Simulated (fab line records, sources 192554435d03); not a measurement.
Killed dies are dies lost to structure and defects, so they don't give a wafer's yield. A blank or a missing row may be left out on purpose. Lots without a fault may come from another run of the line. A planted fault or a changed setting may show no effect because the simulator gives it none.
Tool commonality check | flow n5_finfet | 9 lots, 26 wafers sampled

WHY IT WAS OPENED
At N5_STI_FIN_REVEAL_FIN_H_MEAS_10 the reading trench_depth_nm is flagged on 2 of 9 lots. Wafers without a fault read 52.2 nm, standard deviation 0.64.
Rule: a lot is flagged when every wafer of it that has a number lies more than 4 standard deviations from that mean, or none has a number. The other lots count as sound.

lot  | measured    | on     | trench_depth_nm (nm), wafer by wafer | flag
L739 | day 3 06:37 | ocd-02 | 52.8 52.3 51.5                       |
L740 | day 3 07:56 | ocd-01 | 52.7 52.5                            |
L748 | day 5 08:26 | ocd-01 | 51.5 52.6 51.6                       |
L751 | day 6 02:46 | ocd-02 | 52.5 52.4 51.9                       |
L754 | day 6 19:42 | ocd-02 | 46.8 46.7 47.3                       | FLAGGED
L755 | day 7 02:16 | ocd-02 | 52.0 51.1 52.8                       |
L756 | day 7 10:17 | ocd-01 | 47.6 47.6 47.7                       | FLAGGED
L759 | day 8 02:52 | ocd-02 | 52.4 52.2 52.5                       |
L760 | day 8 06:56 | ocd-01 | 52.1 52.1 52.3                       |
The numbers of the flagged lots are 47.3 nm on average: -4.9 nm against the usual, or -8 standard deviations.

WHICH TOOL RAN EACH LOT
The record holds 3 process steps before the reading, out of a route of 1938 steps. In each cell: the tool, then ch and the chambers that the sampled wafers went through, then the start.
lot  | flag    | N5_FIN_CUT_PRECLEAN_35            | N5_STI_FIN_REVEAL_DENSIFY_30    | N5_STI_FIN_REVEAL_ETCHBACK_08
L739 |         | vapor_etch-01 ch 0,1, day 2 15:43 | rtp_anneal-01 ch 0, day 3 03:31 | rie_diel-05 ch 0,3, day 3 03:40
L740 |         | vapor_etch-01 ch 0, day 2 21:51   | rtp_anneal-01 ch 0, day 3 04:28 | rie_diel-05 ch 2, day 3 04:39
L748 |         | vapor_etch-01 ch 0, day 4 22:20   | rtp_anneal-02 ch 0, day 5 05:16 | rie_diel-02 ch 0,2, day 5 05:28
L751 |         | vapor_etch-02 ch 0,1, day 5 16:06 | rtp_anneal-02 ch 0, day 5 23:02 | rie_diel-02 ch 0,1,2, day 5 23:14
L754 | FLAGGED | vapor_etch-01 ch 0,1, day 6 09:44 | rtp_anneal-02 ch 0, day 6 16:32 | rie_diel-02 ch 1,2,3, day 6 16:45
L755 |         | vapor_etch-01 ch 0,1, day 6 17:16 | rtp_anneal-01 ch 0, day 6 23:06 | rie_diel-05 ch 0,2,3, day 6 23:19
L756 | FLAGGED | vapor_etch-01 ch 0, day 6 22:49   | rtp_anneal-02 ch 0, day 7 06:59 | rie_diel-02 ch 1,2,3, day 7 07:19
L759 |         | vapor_etch-01 ch 1, day 7 17:14   | rtp_anneal-01 ch 0, day 7 23:11 | rie_diel-06 ch 2,3, day 7 23:54
L760 |         | vapor_etch-02 ch 1, day 7 21:49   | rtp_anneal-02 ch 0, day 8 03:37 | rie_diel-05 ch 0,2,3, day 8 03:58
What these steps do:
- N5_FIN_CUT_PRECLEAN_35: cleans in vHF, time 13.3 s.
- N5_STI_FIN_REVEAL_DENSIFY_30
- N5_STI_FIN_REVEAL_ETCHBACK_08: etches SiO2 in C4F6/O2, target depth 30.5 nm, time 10.167 s.
- N5_STI_FIN_REVEAL_FIN_H_MEAS_10

FLAGGED OVER TOTAL, TOOL BY TOOL (the gauges that took the reading come last)
step                            | tool          | lots run | flagged | share of the flagged lots | sound lots run after its first flagged lot
N5_FIN_CUT_PRECLEAN_35          | vapor_etch-01 | 7        | 2       | all                       | 2 (L755,L759)
N5_FIN_CUT_PRECLEAN_35          | vapor_etch-02 | 2        | 0       | none                      | -
N5_STI_FIN_REVEAL_DENSIFY_30    | rtp_anneal-01 | 4        | 0       | none                      | -
N5_STI_FIN_REVEAL_DENSIFY_30    | rtp_anneal-02 | 5        | 2       | all                       | 1 (L760)
N5_STI_FIN_REVEAL_ETCHBACK_08   | rie_diel-02   | 4        | 2       | all                       | 0
N5_STI_FIN_REVEAL_ETCHBACK_08   | rie_diel-05   | 4        | 0       | none                      | -
N5_STI_FIN_REVEAL_ETCHBACK_08   | rie_diel-06   | 1        | 0       | none                      | -
N5_STI_FIN_REVEAL_FIN_H_MEAS_10 | ocd-01        | 4        | 1       | some                      | 1 (L760)
N5_STI_FIN_REVEAL_FIN_H_MEAS_10 | ocd-02        | 5        | 1       | some                      | 2 (L755,L759)

WHAT THE TABLE ALLOWS
3 rows of the table ran every flagged lot: vapor_etch-01 at N5_FIN_CUT_PRECLEAN_35, rtp_anneal-02 at N5_STI_FIN_REVEAL_DENSIFY_30, rie_diel-02 at N5_STI_FIN_REVEAL_ETCHBACK_08.
- vapor_etch-01 at N5_FIN_CUT_PRECLEAN_35: 2 of its 7 lots flagged. Sound lots ran on it after the first flagged one (L755, L759), which a lasting fault on the whole tool wouldn't allow.
- rtp_anneal-02 at N5_STI_FIN_REVEAL_DENSIFY_30: 2 of its 5 lots flagged. Sound lots ran on it after the first flagged one (L760), which a lasting fault on the whole tool wouldn't allow.
- rie_diel-02 at N5_STI_FIN_REVEAL_ETCHBACK_08: 2 of its 4 lots flagged. Its last sound lot is L751 (day 5 23:14), its first flagged lot L754 (day 6 16:45): a fault that began between those two fits.
One tool is left: rie_diel-02 at N5_STI_FIN_REVEAL_ETCHBACK_08.

WHAT THE SIMULATOR HAD PUT IN
Process parameter drift: rie_diel-02, from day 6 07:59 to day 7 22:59, at N5_STI_FIN_REVEAL_ETCHBACK_08. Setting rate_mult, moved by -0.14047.
Lots struck among those shown: L754, L756. The rule above found the same.
